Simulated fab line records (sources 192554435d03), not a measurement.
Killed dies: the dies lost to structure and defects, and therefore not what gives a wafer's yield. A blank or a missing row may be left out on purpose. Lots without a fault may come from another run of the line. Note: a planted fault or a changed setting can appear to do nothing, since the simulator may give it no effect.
Matching of chambers / flow n5_finfet / N5_HKMG_FIN_PWFM_ALD_03 on ald_metal-03 has 4 sister chambers
The step deposits TiN, target thk 2 nm, pulse time 1 s, purge time 3 s. 22 wafers are shown with their chamber, then 11 later ones without.

== WAFERS WITH THEIR CHAMBER ==
wafer=L081.3; chamber=0; heater_power_w (W)=823; precursor_pulse_height_rel=0.998
wafer=L081.4; chamber=2; heater_power_w (W)=838; precursor_pulse_height_rel=1.011
wafer=L081.5; chamber=0; heater_power_w (W)=835; precursor_pulse_height_rel=0.994
wafer=L082.1; chamber=1; heater_power_w (W)=787; precursor_pulse_height_rel=1.012
wafer=L082.3; chamber=0; heater_power_w (W)=836; precursor_pulse_height_rel=1.022
wafer=L082.4; chamber=2; heater_power_w (W)=876; precursor_pulse_height_rel=0.995
wafer=L083.4; chamber=1; heater_power_w (W)=781; precursor_pulse_height_rel=1.001
wafer=L083.5; chamber=0; heater_power_w (W)=832; precursor_pulse_height_rel=1.007
wafer=L083.6; chamber=1; heater_power_w (W)=787; precursor_pulse_height_rel=0.996
wafer=L085.1; chamber=2; heater_power_w (W)=880; precursor_pulse_height_rel=0.991
wafer=L085.3; chamber=3; heater_power_w (W)=852; precursor_pulse_height_rel=0.972
wafer=L085.6; chamber=1; heater_power_w (W)=805; precursor_pulse_height_rel=1.005
wafer=L088.1; chamber=3; heater_power_w (W)=856; precursor_pulse_height_rel=1.018
wafer=L088.5; chamber=2; heater_power_w (W)=875; precursor_pulse_height_rel=1.002
wafer=L088.6; chamber=3; heater_power_w (W)=873; precursor_pulse_height_rel=1.009
wafer=L089.3; chamber=2; heater_power_w (W)=882; precursor_pulse_height_rel=0.995
wafer=L089.4; chamber=0; heater_power_w (W)=835; precursor_pulse_height_rel=1.022
wafer=L089.5; chamber=1; heater_power_w (W)=774; precursor_pulse_height_rel=0.981
wafer=L091.1; chamber=3; heater_power_w (W)=857; precursor_pulse_height_rel=1.026
wafer=L091.2; chamber=1; heater_power_w (W)=784; precursor_pulse_height_rel=0.997
wafer=L091.4; chamber=2; heater_power_w (W)=871; precursor_pulse_height_rel=1.007
wafer=L092.2; chamber=1; heater_power_w (W)=786; precursor_pulse_height_rel=0.985

SIGNATURES, as means of the wafers listed above
reading=heater_power_w; chamber 0=832.20; chamber 1=786.29; chamber 2=870.33; chamber 3=859.50; scatter within a chamber=11.1
reading=precursor_pulse_height_rel; chamber 0=1.00860; chamber 1=0.99671; chamber 2=1.00017; chamber 3=1.00625; scatter within a chamber=0.0138
Rule: a wafer lies at a distance from a chamber equal to the root of the sum of squares, over the readings, of (its reading less the chamber's mean, divided by the reading's scatter). If the next closest chamber is less than 2 further off than the closest, the wafer can't be placed; otherwise it belongs to the closest. The scatter: take each reading less its chamber's mean, square it, sum over the shown wafers, divide by the number of wafers less the number of chambers, and take the root.

== WAFERS MISSING THEIR CHAMBER ==
wafer=L092.3; heater_power_w (W)=832; precursor_pulse_height_rel=1.020
wafer=L092.4; heater_power_w (W)=812; precursor_pulse_height_rel=0.996
wafer=L093.1; heater_power_w (W)=859; precursor_pulse_height_rel=1.001
wafer=L093.2; heater_power_w (W)=768; precursor_pulse_height_rel=0.996
wafer=L093.3; heater_power_w (W)=825; precursor_pulse_height_rel=1.049
wafer=L093.4; heater_power_w (W)=891; precursor_pulse_height_rel=1.008
wafer=L093.5; heater_power_w (W)=882; precursor_pulse_height_rel=1.007
wafer=L093.6; heater_power_w (W)=857; precursor_pulse_height_rel=0.982
wafer=L094.2; heater_power_w (W)=827; precursor_pulse_height_rel=1.005
wafer=L094.3; heater_power_w (W)=783; precursor_pulse_height_rel=1.030
wafer=L094.5; heater_power_w (W)=852; precursor_pulse_height_rel=0.996

== WHICH CHAMBER EACH WENT THROUGH ==
wafer=L092.3; from the rows above=can't be placed: 0 or 3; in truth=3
wafer=L092.4; from the rows above=can't be placed: 0 or 1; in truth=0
wafer=L093.1; from the rows above=can't be placed: 3 or 2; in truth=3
wafer=L093.2; from the rows above=1; in truth=1
wafer=L093.3; from the rows above=can't be placed: 0 or 3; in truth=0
wafer=L093.4; from the rows above=can't be placed: 2 or 3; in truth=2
wafer=L093.5; from the rows above=can't be placed: 2 or 3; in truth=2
wafer=L093.6; from the rows above=can't be placed: 3 or 2 or 0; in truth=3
wafer=L094.2; from the rows above=0; in truth=0
wafer=L094.3; from the rows above=1; in truth=1
wafer=L094.5; from the rows above=can't be placed: 3 or 2 or 0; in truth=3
Correct placement for 3 of the 11. Unplaceable from these rows: 8, with the true chamber sitting among the candidates in 8. 0 placed wrongly.
